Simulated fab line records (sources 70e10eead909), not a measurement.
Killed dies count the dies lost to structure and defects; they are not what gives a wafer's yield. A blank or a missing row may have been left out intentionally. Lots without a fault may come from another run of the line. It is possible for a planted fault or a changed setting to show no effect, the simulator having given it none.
Struck lot and sound lot, side by side | flow nand_harc | 20 steps out of a route of 1302
Sound: these wafers, L635.3, L635.4, L635.6. Struck: wafers L643.1, L643.4, L643.6. At the end, the cause is stated.
At each step with rows: each side's tool, then ch and its chambers, then its first start. Under that, the readings that differ: sound wafers | struck wafers | difference of the means | sigmas: that difference in standard deviations of wafers without a fault.
alike: same words and numbers on both sides, and readings whose means sit less than 2 such deviations apart. not compared: any withheld reading, any reading some wafer has no value for, any bound like >300 that may hide the same value, and any number with overlapping values for which the record gives no deviation.
A row with sigmas, a row that says differs or no value, or rows on one side alone: a step with any of these is where the two part. Non-overlapping numbers with no deviation appear without sigmas and do not part them. A reading missing from all wafers of one side parts the sides only when that side holds two or more wafers.

NHARC_P_ZERO_WELL_CD_MEAS_11 targets a cd of 500 nm.
  sound on cd_sem-02 ch 0, day 2 07:14; struck on cd_sem-02 ch 0, day 5 15:15
  alike: cd_nm
then, 1 step without rows for these wafers: NHARC_P_ZERO_WELL_HARDBAKE_12 (time 65 s).
NHARC_P_ZERO_WELL_DESCUM_13: chemistry O2, time 3 s.
  sound on rie_diel-07 ch 1,2,3, day 2 07:24; struck on rie_diel-07 ch 1,2,3, day 5 15:25
  alike: drypump_motor_current_A, o2_flow_sccm, oes_product_au, rf_vpp_V, showerhead_plenum_p_Torr, throttle_valve_pct
  not compared: rf_hours_counter_h
NHARC_P_ZERO_WELL_ETCH_65: etches the open film in N2/H2, target depth 80 nm, overetch 24 nm, time 87.88 s.
  sound on rie_diel-07 ch 0,2, day 2 07:31; struck on rie_diel-07 ch 0,3, day 5 15:29
  alike: drypump_motor_current_A, oes_product_au, rf_vpp_V, showerhead_plenum_p_Torr, throttle_valve_pct
  not compared: rf_hours_counter_h
NHARC_P_ZERO_WELL_ETCH_62: etches the open film in CHF3/Ar, target depth 13 nm, time 6.5 s.
  sound: rie_diel-07 ch 0,2; struck: rie_diel-07 ch 0,1,2
  alike: drypump_motor_current_A, oes_product_au, rf_vpp_V, showerhead_plenum_p_Torr, throttle_valve_pct
  not compared: rf_hours_counter_h
NHARC_P_ZERO_WELL_ETCH_63: etches the open film in HBr/Cl2, target depth 120 nm, time 40.1 s.
  sound on rie_si-04 ch 0,1,2, day 2 07:43; struck on rie_si-02 ch 1,2, day 5 15:40
  alike: drypump_motor_current_A, oes_product_au, throttle_valve_pct
  not compared: rf_hours_counter_h
then, 6 steps without rows for these wafers: NHARC_P_ZERO_WELL_STRIP_15 (strips in SPM, time 900 s); NHARC_P_ZERO_WELL_DEHYDRATE_16 (time 120 s); NHARC_P_ZERO_WELL_HMDS_17 (time 30 s); NHARC_P_ZERO_WELL_COAT_18; NHARC_P_ZERO_WELL_SOFTBAKE_19 (time 95 s); NHARC_P_ZERO_WELL_EBR_20.
NHARC_P_ZERO_WELL_EXPOSE_21: exposes mask P NWELL, target cd 720 nm.
  sound on krf_scanner-01 ch 0, day 2 08:22; struck on krf_scanner-03 ch 0, day 5 16:26
  reading              | sound                | struck               | difference | sigmas
  exposure_dose_mJ_cm2 | 22.280 22.309 22.288 | 18.788 18.787 18.787 | -3.505     | -99 or more
  alike: mask
then, 2 steps without rows for these wafers: NHARC_P_ZERO_WELL_PEB_22 (peb time 85 s); NHARC_P_ZERO_WELL_DEVELOP_23 (time 70 s).
NHARC_P_ZERO_WELL_CD_MEAS_24 targets a cd of 720 nm.
  sound on cd_sem-02 ch 0, day 2 08:31; struck on cd_sem-01 ch 0, day 5 16:35
  reading    | sound             | struck            | difference | sigmas
  cd_nm (nm) | 717.9 720.6 721.9 | 688.8 689.3 691.2 | -30.4      | -18
then, 1 step without rows for these wafers: NHARC_P_ZERO_WELL_HARDBAKE_25 (time 80 s).
NHARC_P_ZERO_WELL_DESCUM_26: chemistry O2, time 3 s.
  sound on rie_diel-07 ch 0,1,3, day 2 08:52; struck on rie_diel-13 ch 0,1,3, day 5 16:46
  reading                      | sound             | struck            | difference | sigmas
  model.P_ZERO_WELL.cd_nm (nm) | 717.8 721.4 722.1 | 688.4 689.3 691.6 | -30.7      |
  alike: drypump_motor_current_A, o2_flow_sccm, oes_product_au, rf_vpp_V, showerhead_plenum_p_Torr, throttle_valve_pct
  not compared: rf_hours_counter_h
after that, 1 step had no rows for these wafers: NHARC_P_ZERO_WELL_IMPLANT_27.
-- break in the record here, with 23 days between the starts of the struck wafers on either side (left off in module P_ZERO_WELL, picked up again in module END, where the first step shown is number 1302 on the route) --
NHARC_END_SORT_01:
  at this point the record logs the struck wafers (prober-01 ch 0, day 28 19:50) and has no rows for the sound ones

== WHERE THEY PART ==
Last at NHARC_END_SORT_01 as far as this record goes, first at NHARC_P_ZERO_WELL_EXPOSE_21.

WHY: whatever the simulator had introduced
Drift in process parameters on krf_scanner-03 at NHARC_P_ZERO_WELL_EXPOSE_21, starting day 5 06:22. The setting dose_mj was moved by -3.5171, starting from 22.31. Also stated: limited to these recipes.
